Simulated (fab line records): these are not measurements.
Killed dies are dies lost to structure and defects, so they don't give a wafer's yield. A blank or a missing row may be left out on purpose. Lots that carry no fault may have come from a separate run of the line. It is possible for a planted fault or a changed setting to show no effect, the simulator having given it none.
Chamber matching | flow nandHarc | rieDiel-01 running NHARC_A_STAIRCASE_TRIM_196: 4 sister chambers
The step chemistry O2, time 211.2 s. 4 wafers are shown with their chamber, then 9 later ones without.

== EACH WAFER AND ITS CHAMBER ==
wafer  | chamber | showerheadPlenumPTorr (Torr)
L080.6 | 2       | 3.49
L086.3 | 0       | 3.78
L090.2 | 3       | 3.60
L090.6 | 1       | 3.53

== WAFERS WITHOUT THEIR CHAMBER ==
wafer  | showerheadPlenumPTorr (Torr)
L090.1 | 3.78
L090.4 | 3.48
L090.5 | 3.48
L091.3 | 3.77
L091.4 | 3.48
L091.6 | 3.53
L094.1 | 3.48
L094.4 | 3.77
L094.6 | 3.48

== WHICH CHAMBER EACH WENT THROUGH ==
wafer  | from the rows above | in truth
L090.1 | 0                   | 0
L090.4 | 2                   | 2
L090.5 | 2                   | 2
L091.3 | 0                   | 0
L091.4 | 2                   | 2
L091.6 | 1                   | 1
L094.1 | 2                   | 2
L094.4 | 0                   | 0
L094.6 | 2                   | 2
9 of 9 placed correctly. Number that these rows cannot place: 0. Wrongly placed: 0.
How it was worked out, from the rows above alone: a wafer's distance from a chamber is the root of the sum, over the readings, of the square of ((its reading less the chamber's mean) divided by the reading's scatter). If the next closest chamber is less than 2 further off than the closest, the wafer can't be placed; otherwise it belongs to the closest. The mean given for a chamber averages the wafers shown for that chamber. The scatter (one wafer shown for each chamber): square how far every hidden wafer sits from the nearest shown wafer, average those squares and take the square root.
